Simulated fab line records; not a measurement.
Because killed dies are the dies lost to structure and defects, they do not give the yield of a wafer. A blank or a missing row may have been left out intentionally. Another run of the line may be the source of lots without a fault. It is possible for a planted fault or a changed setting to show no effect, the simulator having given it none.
Chamber matching || flow n5 finfet || 4 sister chambers for N5_FIN_SAQP_ETCH_69 on rie diel-05
The step etches SOC in N2/H2, stops on SiNx, target depth 150 nm. 4 wafers are shown with their chamber, then 7 later ones without.

## WAFERS, EACH WITH ITS CHAMBER
{"wafer": "L075.2", "chamber": 3, "showerhead plenum p Torr (Torr)": 2.40}
{"wafer": "L087.1", "chamber": 0, "showerhead plenum p Torr (Torr)": 2.49}
{"wafer": "L087.6", "chamber": 1, "showerhead plenum p Torr (Torr)": 2.60}
{"wafer": "L089.5", "chamber": 2, "showerhead plenum p Torr (Torr)": 2.48}

## WAFERS WITHOUT THEIR CHAMBER
{"wafer": "L089.6", "showerhead plenum p Torr (Torr)": 2.49}
{"wafer": "L093.1", "showerhead plenum p Torr (Torr)": 2.59}
{"wafer": "L093.3", "showerhead plenum p Torr (Torr)": 2.48}
{"wafer": "L093.4", "showerhead plenum p Torr (Torr)": 2.71}
{"wafer": "L094.1", "showerhead plenum p Torr (Torr)": 2.47}
{"wafer": "L094.5", "showerhead plenum p Torr (Torr)": 2.71}
{"wafer": "L094.6", "showerhead plenum p Torr (Torr)": 2.48}

## EACH ONE'S CHAMBER
{"wafer": "L089.6", "from the rows above": "can't be placed: 0 or 2 or 3 or 1", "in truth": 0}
{"wafer": "L093.1", "from the rows above": "can't be placed: 1 or 0 or 2", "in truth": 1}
{"wafer": "L093.3", "from the rows above": "can't be placed: 2 or 0 or 3", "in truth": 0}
{"wafer": "L093.4", "from the rows above": "can't be placed: 1 or 0", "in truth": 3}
{"wafer": "L094.1", "from the rows above": "can't be placed: 2 or 0 or 3", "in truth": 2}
{"wafer": "L094.5", "from the rows above": "can't be placed: 1 or 0", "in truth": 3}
{"wafer": "L094.6", "from the rows above": "can't be placed: 2 or 0 or 3", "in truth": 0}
Correct placement for 0 of the 7. These rows do not allow placing 7 (true chamber among the candidates in 5). 0 placed wrongly.
How it was worked out, from the rows above alone: a wafer's distance from a chamber is the root of the sum, over the readings, of the square of ((its reading less the chamber's mean) divided by the reading's scatter). If the next closest chamber is less than 2 further off than the closest, the wafer can't be placed; otherwise it belongs to the closest. A chamber's mean is the mean of its shown wafers. The scatter (one wafer shown for each chamber): square how far every hidden wafer sits from the nearest shown wafer, average those squares and take the square root.
